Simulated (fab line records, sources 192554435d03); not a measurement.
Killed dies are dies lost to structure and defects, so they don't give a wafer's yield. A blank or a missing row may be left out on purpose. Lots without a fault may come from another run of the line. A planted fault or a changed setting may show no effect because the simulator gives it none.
Split-lot experiment | flow n5_finfet | 7 lots, 21 wafers read, on a route of 1938 steps

THE SPLIT
At N5_BEOL_M3_COAT_05 (resist thk 30 nm), the setting spin_rpm was moved away from the recipe's 1500 rpm on 9 of the 21 wafers read, by -9.9% to +4.8%. The other wafers ran this setting at the recipe's value.

FROM THE SPLIT TO THE READING: what the file shows between them, 6 steps
- N5_BEOL_M3_EBR_07
- N5_BEOL_M3_SOFTBAKE_06: time 60 s
- N5_BEOL_M3_EXPOSE_08: exposes mask M3
- N5_BEOL_M3_PEB_09: peb time 60 s
- N5_BEOL_M3_DEVELOP_10: develop time 30 s
- N5_BEOL_M3_DESCUM_16: chemistry O2, time 7 s

THE READING
CAR-EUV_of_BEOL_M3_COAT_05.thk_nm (the simulator's own value, which no gauge read), in nm, at N5_BEOL_M3_ETCH_74 (etches underlayer in N2/H2, target depth 6.5 nm, time 5.2 s). The file gives no usual value for it. The 12 wafers here that ran the recipe average 20.3 nm, standard deviation 0.14 nm.

wafer  | tool, chamber at the split | spin_rpm as run, rpm | against the recipe | CAR-EUV_of_BEOL_M3_COAT_05.thk_nm, nm | against lot-mates on the recipe
L079.2 | litho_track-05, 0          | 1500                 | recipe             | 20.2                                  | -
L079.5 | litho_track-05, 0          | 1456                 | -2.9%              | 20.6                                  | +0.4
L079.6 | litho_track-05, 0          | 1456                 | -2.9%              | 21                                    | +0.8
L080.1 | litho_track-04, 0          | 1351                 | -9.9%              | 21.8                                  | +1.6
L080.2 | litho_track-04, 0          | 1351                 | -9.9%              | 21.8                                  | +1.6
L080.3 | litho_track-04, 0          | 1500                 | recipe             | 20.2                                  | -
L082.4 | litho_track-05, 0          | 1500                 | recipe             | 20.2                                  | -
L082.5 | litho_track-05, 0          | 1500                 | recipe             | 20.2                                  | -
L082.6 | litho_track-05, 0          | 1500                 | recipe             | 20.2                                  | -
L088.1 | litho_track-05, 0          | 1500                 | recipe             | 20.4                                  | -
L088.2 | litho_track-05, 0          | 1500                 | recipe             | 20.4                                  | -
L088.5 | litho_track-05, 0          | 1500                 | recipe             | 20.4                                  | -
L090.1 | litho_track-02, 0          | 1500                 | recipe             | 20.4                                  | -
L090.3 | litho_track-02, 0          | 1430                 | -4.7%              | 21.2                                  | +0.8
L090.4 | litho_track-02, 0          | 1430                 | -4.7%              | 21.2                                  | +0.8
L094.2 | litho_track-02, 0          | 1556                 | +3.7%              | 19.8                                  | -0.6
L094.3 | litho_track-02, 0          | 1500                 | recipe             | 20.4                                  | -
L094.4 | litho_track-02, 0          | 1556                 | +3.7%              | 19.6                                  | -0.8
L097.1 | litho_track-05, 0          | 1500                 | recipe             | 20.6                                  | -
L097.2 | litho_track-05, 0          | 1500                 | recipe             | 20.6                                  | -
L097.4 | litho_track-05, 0          | 1572                 | +4.8%              | 19.8                                  | -0.8

THE FIT
A straight line over all 21 wafers: CAR-EUV_of_BEOL_M3_COAT_05.thk_nm changes by -0.151 nm for each +1% of spin_rpm; r = -0.97; the points scatter about the line by 0.15 nm.
The same after taking each lot's own level away (the mean of its wafers on the recipe; 21 wafers): -0.168 nm for each +1%; r = -0.99; scatter 0.087 nm.
On that fit, the largest move of spin_rpm shifts the reading by 1.7 nm.
The lots' own levels span 20.20 to 20.60 nm, that is 2.8 times the standard deviation above.
So the lot-to-lot level changes the slope: the two fits differ.
Check: with one of the wafers moved furthest among these (-9.9%) left out of the fit, the line predicts +1.7 nm for it against its lot-mates. It came out at +1.6 nm against them.

OTHER SPLITS ON THESE WAFERS
These wafers also went through other splits before the reading. Each is held against what the fit with the lots' levels taken away leaves over:
other split on the same wafers       | wafers away from the commonest value | r with CAR-EUV_of_BEOL_M3_COAT_05.thk_nm (lot level and that fit taken away)
N5_MOL_CONTACT_COAG_COAT_76 spin_rpm | 9                                    | -0.11
N5_BEOL_M0_SAQP_COAT_08 spin_rpm     | 6                                    | -0.09
N5_BEOL_M0_SAQP_EXPOSE_11 dose_mj    | 5                                    | +0.27
N5_BEOL_M0_SAQP_COAT_72 spin_rpm     | 6                                    | -0.18
N5_BEOL_M0_ETCH_109 bias_w           | 11                                   | -0.09

THE WHOLE CHAIN: every reading that the file lists as answering this split, in the file's order
step                  | what it does                                                | reading                                                                            | change (the file's fit)               | r (the file's)
N5_BEOL_M3_COAT_05    | resist thk 30 nm                                            | CAR-EUV_of_BEOL_M3_COAT_05.thk_nm (the simulator's own value, which no gauge read) | -0.153 nm for each +1% of the setting | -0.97
N5_BEOL_M3_DEVELOP_10 | develop time 30 s                                           | CAR-EUV_of_BEOL_M3_COAT_05.thk_nm (the simulator's own value, which no gauge read) | -0.159 nm for each +1% of the setting | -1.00
N5_BEOL_M3_ETCH_74    | etches underlayer in N2/H2, target depth 6.5 nm, time 5.2 s | CAR-EUV_of_BEOL_M3_COAT_05.thk_nm (the simulator's own value, which no gauge read) | -0.168 nm for each +1% of the setting | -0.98

THE FILE'S OWN FIT
CAR-EUV_of_BEOL_M3_COAT_05.thk_nm changes by -0.168 nm for each +1% of spin_rpm, r = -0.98.
